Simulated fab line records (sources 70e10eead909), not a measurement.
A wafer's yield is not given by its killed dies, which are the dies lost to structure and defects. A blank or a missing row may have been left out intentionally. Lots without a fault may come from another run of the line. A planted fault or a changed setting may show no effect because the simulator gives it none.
The tool behind it: which one? ; flow nandHarc ; 14 lots with 42 wafers sampled at 5 steps, on a route of 1302 steps

== WHAT EACH GAUGE READ, for each wafer ==
NHARC_THIN_TSV_CD_MEAS_33: the cd target is 5000 nm.
lot;measured;on;cdNm (nm)
L294;day 25 13:07;cdSem-01;4998.8 4998.4 4999.0
L297;day 25 11:34;cdSem-01;4998.8 5000.0 5001.1
L295;day 25 19:40;cdSem-01;4998.2 4997.2 4999.1
L299;day 26 06:08;cdSem-02;4999.8 5002.2 5000.6
L298;day 26 12:29;cdSem-01;4998.6 4999.6 4998.4
L302;day 27 13:34;cdSem-02;4999.9 5000.1 5000.9
L301;day 27 14:41;cdSem-01;4996.8 4998.3 4997.0
L300;day 27 12:14;cdSem-01;5001.8 4999.2 5000.2
L303;day 29 01:22;cdSem-03;4999.7 4999.1 4997.3
L305;day 29 15:23;cdSem-03;4999.1 4999.1 4999.4
L306;day 29 23:34;cdSem-02;4999.1 4999.3 5001.0
L307;day 30 00:31;cdSem-02;4997.6 4999.6 4997.8
L313;day 32 09:23;cdSem-02;4999.5 4997.8 5000.4
L315;day 33 12:05;cdSem-01;5000.0 4998.7 5000.1

NHARC_END_SORT_01.
lot;measured;on;killedAtArray;killedAtOther;killedAtPeriphery;killedDies;killedOpen;killedShort
L305;day 30 01:19;prober-01;147 147 138;0 0 0;0 2 3;147 149 141;1 3 4;3 3 0
L307;day 30 09:25;prober-01;128 82 121;1 0 0;2 1 5;131 83 126;3 0 3;1 1 3

== WHAT TOOL EACH LOT RAN ON (gives the tool, then ch and the chambers of the sampled wafers, and finally the start) ==
lot;NHARC_A_WL_FILL_ETCHBACK_17;NHARC_THIN_TSV_CMP_21;NHARC_THIN_TSV_DEGAS_53
L294;rieMetal-01 ch 0,1, day 22 06:20;cmp-04 ch 1,2, day 25 11:32;pvdSputter-02, day 25 11:59
L297;rieMetal-02 ch 0,1, day 22 11:27;cmp-03 ch 0,1,2, day 25 09:58;pvdSputter-03, day 25 10:25
L295;rieMetal-01 ch 0,1, day 22 14:41;cmp-03 ch 0,2,3, day 25 18:12;pvdSputter-03, day 25 18:39
L299;rieMetal-01 ch 0,1, day 23 01:28;cmp-01 ch 0,1,3, day 26 04:35;pvdSputter-01, day 26 05:01
L298;rieMetal-01 ch 0,1, day 23 11:10;cmp-04 ch 1,2, day 26 10:49;pvdSputter-02, day 26 11:20
L302;rieMetal-01 ch 0,1, day 24 11:25;cmp-03 ch 0,3, day 27 11:57;pvdSputter-02, day 27 12:27
L301;rieMetal-03 ch 0,1, day 24 12:05;cmp-03 ch 0,2,3, day 27 13:05;pvdSputter-01, day 27 13:33
L300;rieMetal-02 ch 0,1, day 24 12:17;cmp-04 ch 0,3, day 27 10:38;pvdSputter-01, day 27 11:07
L303;rieMetal-01 ch 0,1, day 25 19:59;cmp-03 ch 0,1, day 28 23:47;pvdSputter-01, day 29 00:14
L305;rieMetal-02 ch 0, day 26 09:04;cmp-01 ch 1,2,3, day 29 13:58;pvdSputter-02, day 29 14:22
L306;rieMetal-01 ch 0,1, day 26 13:52;cmp-03 ch 0,1,2, day 29 22:08;pvdSputter-03, day 29 22:32
L307;rieMetal-02 ch 0,1, day 26 19:08;cmp-01 ch 1,2,3, day 29 22:55;pvdSputter-01, day 29 23:23
L313;rieMetal-01 ch 0,1, day 29 05:42;cmp-04 ch 1,2,3, day 32 07:55;pvdSputter-01, day 32 08:22
L315;rieMetal-02 ch 0,1, day 30 07:31;cmp-04 ch 0,1, day 33 10:29;pvdSputter-02, day 33 10:57
- NHARC_A_WL_FILL_ETCHBACK_17: etches the open film in Cl2/BCl3, target depth 4 nm, time 26.7 s.
- NHARC_THIN_TSV_CMP_21: polishes, t overpolish 30 s, target thk 2000 nm.
- NHARC_THIN_TSV_DEGAS_53: time 60 s.

== AS READ BY THE TOOLS THEMSELVES (means over the sampled wafers that have a number; for cases with no such wafer, the mark the record gives instead) ==
NHARC_A_WL_FILL_ETCHBACK_17.
lot;tool;drypumpMotorCurrentA (A);oesProductAu (a.u.)
L294;rieMetal-01;6.3;1.017
L297;rieMetal-02;5.8;1.000
L295;rieMetal-01;6.3;1.006
L299;rieMetal-01;6.3;1.003
L298;rieMetal-01;6.4;1.005
L302;rieMetal-01;6.3;1.005
L301;rieMetal-03;5.8;0.996
L300;rieMetal-02;5.7;1.005
L303;rieMetal-01;6.4;1.001
L305;rieMetal-02;5.9;1.004
L306;rieMetal-01;6.3;1.010
L307;rieMetal-02;5.8;1.001
L313;rieMetal-01;6.4;1.004
L315;rieMetal-02;5.7;0.993

NHARC_THIN_TSV_CMP_21.
lot;tool;motorCurrentA (A);overpolishRunS (s)
L294;cmp-04;12.2;29.995
L297;cmp-03;12.1;30.001
L295;cmp-03;12.2;30.002
L299;cmp-01;13.2;30.001
L298;cmp-04;13.3;29.994
L302;cmp-03;11.7;30.001
L301;cmp-03;11.9;29.992
L300;cmp-04;10.6;30.002
L303;cmp-03;11.3;30.001
L305;cmp-01;12.9;30.003
L306;cmp-03;12.4;30.003
L307;cmp-01;13.4;29.999
L313;cmp-04;11.9;29.997
L315;cmp-04;11.2;30.002

NHARC_THIN_TSV_DEGAS_53.
lot;tool;heaterPowerW (W)
L294;pvdSputter-02;466
L297;pvdSputter-03;472
L295;pvdSputter-03;491
L299;pvdSputter-01;456
L298;pvdSputter-02;461
L302;pvdSputter-02;451
L301;pvdSputter-01;477
L300;pvdSputter-01;475
L303;pvdSputter-01;479
L305;pvdSputter-02;469
L306;pvdSputter-03;481
L307;pvdSputter-01;446
L313;pvdSputter-01;477
L315;pvdSputter-02;438

== THE ANSWER, worked out from the rows above alone ==
Rule: what is usual is taken from the lots themselves. The widest of any qualifying gaps counts: lots, ordered by their means at a reading, are off when they make up no more than a third of the lots, leave a main group of 4 or more, and stand apart from it by 3 or more times the standard deviation of that group's means. Not used: any main group whose means are identical at the precision the tables above print for the reading. Also off: a lot with no number at a reading for which 4 or more lots have one. All remaining lots with rows at the step are treated as sound. First the gauges in route order, then the tools' own readings, where a lot's mean is used as printed above. The first step at which some lot is off is used, and at that step the reading that is off furthest; a lot without a number counts as furthest.
Across all readings shown, no lot is off: no conclusion can be drawn from this.

== WHAT HAD BEEN PUT IN BY THE SIMULATOR ==
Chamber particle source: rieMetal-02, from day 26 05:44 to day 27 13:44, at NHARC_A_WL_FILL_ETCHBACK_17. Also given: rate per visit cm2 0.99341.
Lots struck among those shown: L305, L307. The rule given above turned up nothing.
